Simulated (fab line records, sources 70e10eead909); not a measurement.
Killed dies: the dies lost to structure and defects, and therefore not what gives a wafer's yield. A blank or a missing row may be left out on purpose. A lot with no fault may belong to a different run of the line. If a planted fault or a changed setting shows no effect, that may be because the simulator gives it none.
Chamber matching || flow nand-harc || NHARC_THIN_TSV_ETCHBACK_48 on rie-diel-09: 4 sister chambers
The step etches the open film in C4F8/Ar, target depth 1028.5 nm, time 405.17 s. 4 wafers are shown with their chamber, then 7 later ones without.

## WAFERS WITH THEIR CHAMBER
{"wafer": "L497.4", "chamber": 1, "rf-vpp-V (V)": 543}
{"wafer": "L511.6", "chamber": 3, "rf-vpp-V (V)": 542}
{"wafer": "L509.1", "chamber": 2, "rf-vpp-V (V)": 541}
{"wafer": "L509.3", "chamber": 0, "rf-vpp-V (V)": 546}

## WAFERS WITHOUT THEIR CHAMBER
{"wafer": "L509.5", "rf-vpp-V (V)": 542}
{"wafer": "L516.4", "rf-vpp-V (V)": 545}
{"wafer": "L516.5", "rf-vpp-V (V)": 543}
{"wafer": "L516.6", "rf-vpp-V (V)": 542}
{"wafer": "L517.1", "rf-vpp-V (V)": 545}
{"wafer": "L517.2", "rf-vpp-V (V)": 543}
{"wafer": "L517.4", "rf-vpp-V (V)": 542}

## THE CHAMBER EACH PASSED THROUGH
{"wafer": "L509.5", "from the rows above": "can't be placed: 3 or 1 or 2", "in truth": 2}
{"wafer": "L516.4", "from the rows above": "can't be placed: 0 or 1", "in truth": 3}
{"wafer": "L516.5", "from the rows above": "can't be placed: 1 or 3", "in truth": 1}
{"wafer": "L516.6", "from the rows above": "can't be placed: 3 or 1 or 2", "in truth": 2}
{"wafer": "L517.1", "from the rows above": "can't be placed: 0 or 1", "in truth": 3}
{"wafer": "L517.2", "from the rows above": "can't be placed: 1 or 3", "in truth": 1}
{"wafer": "L517.4", "from the rows above": "can't be placed: 3 or 1 or 2", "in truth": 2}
0 of 7 placed correctly. Cannot be placed on the basis of these rows: 7; the candidates contain the true chamber in 5. Number placed wrongly: 0.
How it was worked out, from the rows above alone: a wafer's distance from a chamber is the root of the sum, over the readings, of the square of ((its reading less the chamber's mean) divided by the reading's scatter). The wafer belongs to the nearest chamber; if the next one is less than 2 further off, it can't be placed. For every chamber, the mean is computed from those of its wafers that are shown. The scatter: root of mean squared gap, hidden wafer to nearest shown wafer, with one shown wafer a chamber.
